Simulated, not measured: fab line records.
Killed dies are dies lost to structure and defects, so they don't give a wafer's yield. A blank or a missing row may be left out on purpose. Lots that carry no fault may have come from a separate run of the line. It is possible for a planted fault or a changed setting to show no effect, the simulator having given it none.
Which tool did it? | flow nand harc | 36 wafers from 12 lots sampled at 6 of the route's 1159 steps

WHAT EACH GAUGE READ, for each wafer
NHARC_A_CONTACT_CD_MEAS_08 targets a cd of 100 nm. Usual: cd nm at 99.9 nm, with a standard deviation of 0.41.
lot  | measured     | on        | cd nm (nm)        | flag
L297 | day 17 06:48 | cd sem-01 | 100.2 99.9 99.7   |
L301 | day 17 09:09 | cd sem-02 | 100.3 100.1 99.8  |
L298 | day 17 11:01 | cd sem-01 | 100.3 99.6 100.1  |
L299 | day 17 17:44 | cd sem-03 | 100.3 99.4 100.2  |
L300 | day 18 02:28 | cd sem-01 | 100.0 99.8 99.5   |
L302 | day 18 07:33 | cd sem-03 | 99.3 99.2 99.5    |
L304 | day 18 15:08 | cd sem-01 | 100.8 100.2 100.4 |
L306 | day 19 11:17 | cd sem-02 | 99.4 99.6 99.4    |
L316 | day 21 17:10 | cd sem-02 | 99.8 100.0 98.8   |
L314 | day 21 22:55 | cd sem-02 | 100.1 100.1 100.1 |
L318 | day 22 00:57 | cd sem-02 | 99.8 99.4 99.5    |
L319 | day 22 16:30 | cd sem-03 | 99.8 99.8 100.7   |

NHARC_END_SORT_01. Usual: killed at array 25, standard deviation 9.8; killed at other 0.8, standard deviation 1.1; killed at periphery 3.3, standard deviation 2.1; killed dies 29, standard deviation 10; killed open 3.3, standard deviation 1.8; killed short 1.9, standard deviation 1.4.
lot  | measured     | on        | killed at array | killed at other | killed at periphery | killed dies | killed open | killed short | flag
L302 | day 21 03:07 | prober-01 | 40 32 25        | 2 1 4           | 2 6 5               | 44 39 34    | 3 5 2       | 2 2 2        |

TOOL THAT RAN EACH LOT (tool first, then ch and the chambers of the sampled wafers, then the start)
lot  | NHARC_A_CONTACT_ETCH_31                       | NHARC_A_CONTACT_ETCH_136             | NHARC_A_CONTACT_CVD_19        | NHARC_A_CONTACT_CMP_20
L297 | rie diel-03 ch 0,1, day 17 08:21 or earlier   | har cap etch-03 ch 0,1, day 17 08:21 | cvd w-01 ch 0,1, day 17 13:48 | cmp-01 ch 0,1, day 17 14:29
L301 | rie diel-04 ch 0,3, day 17 10:42 or earlier   | har cap etch-01 ch 0,1, day 17 10:42 | cvd w-01 ch 0,1, day 17 18:08 | cmp-02 ch 0,3, day 17 19:03
L298 | rie diel-11 ch 0,1,2, day 17 12:44 or earlier | har cap etch-02 ch 0,1, day 17 12:44 | cvd w-01 ch 0,1, day 17 19:01 | cmp-01 ch 0,3, day 17 19:41
L299 | rie diel-04 ch 0,1,2, day 17 19:19 or earlier | har cap etch-02 ch 0,1, day 17 19:19 | cvd w-02 ch 0,1, day 17 21:33 | cmp-02 ch 1,3, day 17 22:28
L300 | rie diel-04 ch 0,2,3, day 18 06:55 or earlier | har cap etch-01 ch 1, day 18 06:55   | cvd w-01 ch 0,1, day 18 09:06 | cmp-04 ch 0,1, day 18 10:00
L302 | rie diel-03 ch 0,2,3, day 18 09:29 or earlier | har cap etch-03 ch 0,1, day 18 09:29 | cvd w-02 ch 0,1, day 18 15:11 | cmp-04 ch 1,2,3, day 18 23:12
L304 | rie diel-04 ch 0,1,2, day 18 16:41 or earlier | har cap etch-01 ch 0,1, day 18 16:41 | cvd w-01 ch 0,1, day 18 19:51 | cmp-01 ch 0,1, day 18 21:37
L306 | rie diel-04 ch 0,2, day 19 13:07 or earlier   | har cap etch-01 ch 0,1, day 19 13:07 | cvd w-01 ch 0,1, day 20 01:29 | cmp-02 ch 0,1,3, day 20 02:17
L316 | rie diel-11 ch 0,1,3, day 21 18:40 or earlier | har cap etch-03 ch 0,1, day 21 18:40 | cvd w-01 ch 0,1, day 21 21:28 | cmp-04 ch 0,1,3, day 21 22:22
L314 | rie diel-03 ch 1,2, day 22 00:26 or earlier   | har cap etch-03 ch 0,1, day 22 00:26 | cvd w-02 ch 0,1, day 22 02:43 | cmp-01 ch 0,2, day 22 03:38
L318 | rie diel-03 ch 0,1,2, day 22 02:31 or earlier | har cap etch-02 ch 0,1, day 22 02:31 | cvd w-01 ch 1, day 22 04:56   | cmp-04 ch 0,1,2, day 22 05:49
L319 | rie diel-03 ch 0,1, day 22 18:00 or earlier   | har cap etch-03 ch 0,1, day 22 18:00 | cvd w-01 ch 0,1, day 22 22:40 | cmp-02 ch 0,2, day 22 23:26
- NHARC_A_CONTACT_ETCH_31: etches the open film in O2/COS, target depth 2000 nm, time 520 s.
- NHARC_A_CONTACT_ETCH_136: etches the open film in C4F8/O2/Ar, time 132 s, target depth 1287 nm.
- NHARC_A_CONTACT_CVD_19: deposits W, target thk 300 nm, time 802 s.
- NHARC_A_CONTACT_CMP_20: polishes, t overpolish 30 s, target thk 300 nm.

WHAT THE TOOLS THEMSELVES READ (means of the sampled wafers that have a number; where no wafer has one, the mark that the record gives instead)
NHARC_A_CONTACT_ETCH_31. Usual: drypump motor current A 5.7 A, standard deviation 0.38; oes product au 1.001 a.u., standard deviation 0.0092; rf vpp V 314.5 V, standard deviation 1.9; showerhead plenum p Torr 3.15 Torr, standard deviation 0.11; throttle valve pct 28.330 %, standard deviation 0.0098.
lot  | tool        | drypump motor current A (A) | oes product au (a.u.) | rf vpp V (V) | showerhead plenum p Torr (Torr) | throttle valve pct (%) | flag
L297 | rie diel-03 | 5.5                         | 1.005                 | 313.7        | 3.06                            | 28.333                 |
L301 | rie diel-04 | 6.0                         | 1.015                 | 314.3        | 3.16                            | 28.324                 |
L298 | rie diel-11 | 5.6                         | 1.011                 | 315.5        | 3.19                            | 28.329                 |
L299 | rie diel-04 | 5.6                         | 1.002                 | 312.6        | 3.09                            | 28.332                 |
L300 | rie diel-04 | 5.9                         | 1.003                 | 313.2        | 3.10                            | 28.330                 |
L302 | rie diel-03 | 5.7                         | 0.996                 | 314.0        | 3.13                            | 28.323                 |
L304 | rie diel-04 | 5.6                         | 1.008                 | 313.8        | 3.08                            | 28.327                 |
L306 | rie diel-04 | 5.7                         | 1.012                 | 314.0        | 3.07                            | 28.333                 |
L316 | rie diel-11 | 5.6                         | 1.007                 | 314.5        | 3.13                            | 28.325                 |
L314 | rie diel-03 | 5.4                         | 0.990                 | 315.5        | 3.25                            | 28.324                 |
L318 | rie diel-03 | 5.5                         | 0.993                 | 314.3        | 3.15                            | 28.327                 |
L319 | rie diel-03 | 5.5                         | 1.005                 | 315.4        | 3.18                            | 28.330                 |

NHARC_A_CONTACT_CVD_19. Usual: heater power w 502 W, standard deviation 63; throttle valve pct 7.86 %, standard deviation 0.19.
lot  | tool     | heater power w (W) | throttle valve pct (%) | flag
L297 | cvd w-01 | 550                | 7.98                   |
L301 | cvd w-01 | 546                | 7.92                   |
L298 | cvd w-01 | 570                | 8.05                   |
L299 | cvd w-02 | 441                | 7.46                   |
L300 | cvd w-01 | 578                | 7.94                   |
L302 | cvd w-02 | 441                | 7.65                   |
L304 | cvd w-01 | 570                | 7.99                   |
L306 | cvd w-01 | 555                | 8.15                   |
L316 | cvd w-01 | 583                | 7.96                   |
L314 | cvd w-02 | 454                | 7.75                   |
L318 | cvd w-01 | 562                | 7.81                   |
L319 | cvd w-01 | 573                | 7.94                   |

NHARC_A_CONTACT_CMP_20. Usual: motor current A 12.1 A, standard deviation 1.3; overpolish run s 30.000 s, standard deviation 0.0085; time to endpoint s 59.6 s, standard deviation 2.4.
lot  | tool   | motor current A (A) | overpolish run s (s) | time to endpoint s (s) | flag
L297 | cmp-01 | 12.3                | 30.005               | 58.4                   |
L301 | cmp-02 | 12.3                | 30.006               | 62.5                   |
L298 | cmp-01 | 10.7                | 29.998               | 59.2                   |
L299 | cmp-02 | 12.3                | 30.007               | 64.5                   |
L300 | cmp-04 | 11.4                | 29.999               | 59.7                   |
L302 | cmp-04 | 11.7                | 29.995               | 120.9                  | OFF
L304 | cmp-01 | 11.3                | 29.992               | 115.4                  | OFF
L306 | cmp-02 | 13.2                | 29.996               | 60.0                   |
L316 | cmp-04 | 12.0                | 29.998               | 62.7                   |
L314 | cmp-01 | 10.8                | 30.005               | 58.9                   |
L318 | cmp-04 | 11.3                | 29.998               | 58.9                   |
L319 | cmp-02 | 12.9                | 30.001               | 62.6                   |

THE ANSWER, worked out from the rows above alone
Rule: take the mean of a lot's wafers that have a number; if it is more than 3 standard deviations from the usual mean, the lot is off. A lot without any number at a reading at which 4 lots or more have one is off too. The other lots that the step has rows for count as sound. After the gauges, taken in route order, come the tools' own readings; for these a lot's mean is taken, as printed above. At the first step where some lot is off, the reading lying furthest off is the one used; lots without a number count as furthest.
Off: L302, L304, at NHARC_A_CONTACT_CMP_20 (time to endpoint s).
A tool fits if, at that step or a process step before it, it ran every lot that is off, and no sound lot after the first of them. NHARC_A_CONTACT_ETCH_31 gives no start for some lots, so the hours and the order of its lots are those of NHARC_A_CONTACT_ETCH_136. Not one of the candidates tried fits.

WHAT THE SIMULATOR HAD INSERTED
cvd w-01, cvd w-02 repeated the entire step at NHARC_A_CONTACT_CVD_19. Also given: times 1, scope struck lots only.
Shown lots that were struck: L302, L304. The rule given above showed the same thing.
